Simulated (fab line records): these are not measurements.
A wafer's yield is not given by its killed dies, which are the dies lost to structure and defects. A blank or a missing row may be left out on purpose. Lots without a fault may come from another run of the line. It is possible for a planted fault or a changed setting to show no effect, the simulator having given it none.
A single fault, viewed from 2 desks + flow n5Finfet + each desk holds nothing but its own numbers, with what lay behind them at the end

== FROM THE METROLOGY DESK ==
Means of the sampled wafers that have a number, per lot and without regard to the tool the lot ran on: this is what the gauges read. If a lot's mean is further than 4 standard deviations from the usual mean, the lot is out of limits and carries the mark OUT (the distance appears in the brackets). Only the readings that lie furthest out on some lot appear, 7 of the 11 it has.
Columns: A = DIBL_N at N5_BEOL_M4_RC_MEAS_101, usual 36.5 mV/V; B = IOFF_N at N5_BEOL_M4_RC_MEAS_101, usual 0.17 nA/um; C = IOFF_P at N5_BEOL_M4_RC_MEAS_101, usual 0.22 nA/um; D = ION_N at N5_BEOL_M4_RC_MEAS_101, usual 677 uA/um; E = SS_P at N5_BEOL_M4_RC_MEAS_101, usual 73.3 mV/dec; F = VT_N at N5_BEOL_M4_RC_MEAS_101, usual 249 mV; G = VT_P at N5_BEOL_M4_RC_MEAS_101, usual -250 mV
| lot  | first seen here | A    | B    | C    | D   | E    | F   | G    |
|------|-----------------|------|------|------|-----|------|-----|------|
| L179 | day 2 08:09     | 38.5 | 0.21 | 0.23 | 691 | 74.1 | 242 | -251 |
| L183 | day 3 08:07     | 35.9 | 0.15 | 0.21 | 676 | 73.1 | 249 | -248 |
| L184 | day 3 15:30     | 36.6 | 0.17 | 0.23 | 686 | 73.4 | 248 | -248 |
| L187 | day 4 09:59     | 37.0 | 0.19 | 0.26 | 680 | 73.9 | 246 | -246 |
| L198 | day 7 03:35     | 34.4 | 0.13 | 0.19 | 666 | 73.3 | 253 | -254 |
Finding of this desk: none of the 5 lots has anything out of limits.

== THE TOOL OWNER'S DESK: rieSi-05 ==
The tool's own readings at N5_FIN_SAQP_ETCH_64 (etches SiO2 in CF4, target depth 1.5 nm): means of the sampled wafers that have a number, for each lot that ran on this tool. If a lot's mean is further than 4 standard deviations from the usual mean, the lot is out of limits and carries the mark OUT (the distance appears in the brackets).
Columns: A = drypumpMotorCurrentA at N5_FIN_SAQP_ETCH_64, usual 5.6 A; B = oesProductAu at N5_FIN_SAQP_ETCH_64, usual 1.001 a.u.; C = throttleValvePct at N5_FIN_SAQP_ETCH_64, usual 21.80 %
| lot  | first seen here | A   | B                | C     |
|------|-----------------|-----|------------------|-------|
| L183 | day 3 08:25     | 5.6 | 1.015            | 21.66 |
| L187 | day 4 10:26     | 6.0 | 1.111 (+7.4) OUT | 22.01 |
This desk's finding: out of limits on L187; first on L187, day 4 10:26 (oesProductAu at N5_FIN_SAQP_ETCH_64). L183: within limits.

== ALL TOGETHER ==
The tool owner's desk could have raised an alarm at day 4 10:26, on L187.
The metrology desk saw nothing out of limits.
The metrology desk has L187 on record, within its limits.
On rieSi-05, each named lot ran N5_FIN_SAQP_ETCH_64.

== WHAT THE SIMULATOR HAD INSERTED ==
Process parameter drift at N5_FIN_SAQP_ETCH_64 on rieSi-05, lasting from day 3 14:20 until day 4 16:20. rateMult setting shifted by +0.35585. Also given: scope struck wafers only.
Struck lots among those shown: L187.
Each desk's first reading out of limits, in hours after the fault started: the tool owner's desk, 20.
